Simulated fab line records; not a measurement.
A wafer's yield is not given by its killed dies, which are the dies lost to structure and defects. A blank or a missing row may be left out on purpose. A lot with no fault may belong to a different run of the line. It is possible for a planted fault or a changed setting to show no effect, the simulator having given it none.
Split-lot study	flow n5Finfet	7 lots, 21 wafers read, on a route of 1938 steps

## ON THE SPLIT
At N5_BEOL_M14_ILD_DEP_00 (deposits SiO2 from TEOS/O2, target thk 1119.3 nm, time 237.4 s), the setting tempC was moved away from the recipe's 400 C on 7 of the 21 wafers read, by -1.9% to +1.0%. For the rest of the wafers, this setting stayed at what the recipe calls for.

There is no step in the file separating the split from the reading.

## THE READING
M14_ILD_THK in nanometres, read at N5_BEOL_M14_THK_MEAS_01. Typical for fault-free wafers on this fab line: 1129 nm, with standard deviation 16 nm.

wafer	tool, chamber at the split	tempC as run, C	against the recipe	M14_ILD_THK, nm	against lot-mates on the recipe
L075.1	pecvd-01, 1	400	recipe	1123	-
L075.3	pecvd-01, 0	400	recipe	1119	-
L075.6	pecvd-01, 0	400	recipe	1148	-
L081.2	pecvd-03, 2	400	recipe	1145	-
L081.5	pecvd-03, 1	392.4	-1.9%	1216	+71
L081.6	pecvd-03, 0	392.4	-1.9%	1194	+49
L083.1	pecvd-03, 0	404	+1.0%	1087	-41
L083.3	pecvd-03, 2	404	+1.0%	1100	-28
L083.4	pecvd-03, 0	400	recipe	1128	-
L086.2	pecvd-04, 2	396.2	-1.0%	1179	+28
L086.4	pecvd-04, 0	400	recipe	1147	-
L086.6	pecvd-04, 2	400	recipe	1156	-
L088.1	pecvd-03, 1	400	recipe	1126	-
L088.3	pecvd-03, 2	403.4	+0.8%	1100	-29
L088.6	pecvd-03, 0	400	recipe	1132	-
L093.1	pecvd-01, 2	400	recipe	1133	-
L093.2	pecvd-01, 0	400	recipe	1141	-
L093.4	pecvd-01, 2	393.6	-1.6%	1192	+55
L095.2	pecvd-04, 2,1	400	recipe	1121	-
L095.4	pecvd-04, 2,1	400	recipe	1122	-
L095.6	pecvd-04, 0	400	recipe	1124	-
Rows listing several chambers each stand for several wafers; the file does not say which wafer went through which chamber.

THE FIT
A straight line over all 21 wafers: M14_ILD_THK changes by -38.6 nm for each +1% of tempC; r = -0.94; the points scatter about the line by 11 nm.
The same after taking each lot's own level away (the mean of its wafers on the recipe; 21 wafers): -32.6 nm for each +1%; r = -0.97; scatter 7.1 nm.
That fit puts the effect of the largest move of tempC on the reading at 62 nm.
Measured against the standard deviation above, the lots' own levels, which go from 1122.3 to 1151.5 nm, span 1.8 times it.
Hence the slope depends on the lot-to-lot level, as the two fits are not the same.
Check: with one of the wafers moved furthest among these (-1.9%) left out of the fit, the line predicts +57.8 nm for it against its lot-mates. Against them it came out at +71 nm.

## ADDITIONAL SPLITS CARRIED BY THESE WAFERS
Other splits were also applied to these wafers ahead of the reading. Each is held against what the fit with the lots' levels taken away leaves over:
other split on the same wafers	wafers away from the commonest value	r with M14_ILD_THK (lot level and that fit taken away)
N5_BEOL_M12_ILD_DEP_00 timeS	7	-0.38
N5_BEOL_M13_ETCH_59 biasW	4	+0.04

## THE WHOLE CHAIN: every reading that the file lists as answering this split, in the file's order
step	what it does	reading	change (the file's fit)	r (the file's)
N5_BEOL_M14_ILD_DEP_00	deposits SiO2 from TEOS/O2, target thk 1119.3 nm, time 237.4 s	SiO2_of_BEOL_M14_ILD_DEP_00.thkNm (the simulator's own value, which no gauge read)	-32.8 nm for each +1% of the setting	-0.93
N5_BEOL_M14_THK_MEAS_01		M14_ILD_THK	-32.7 for each +1% of the setting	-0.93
N5_BEOL_M14_VIA_ETCH_16	etches SiO2 in C4F8/O2/Ar, target depth 1231.3 nm	etch.depthNm (the simulator's own value, which no gauge read)	-32.9 nm for each +1% of the setting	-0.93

## FILE'S OWN FIT
M14_ILD_THK changes by -32.7 nm for each +1% of tempC, r = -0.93.
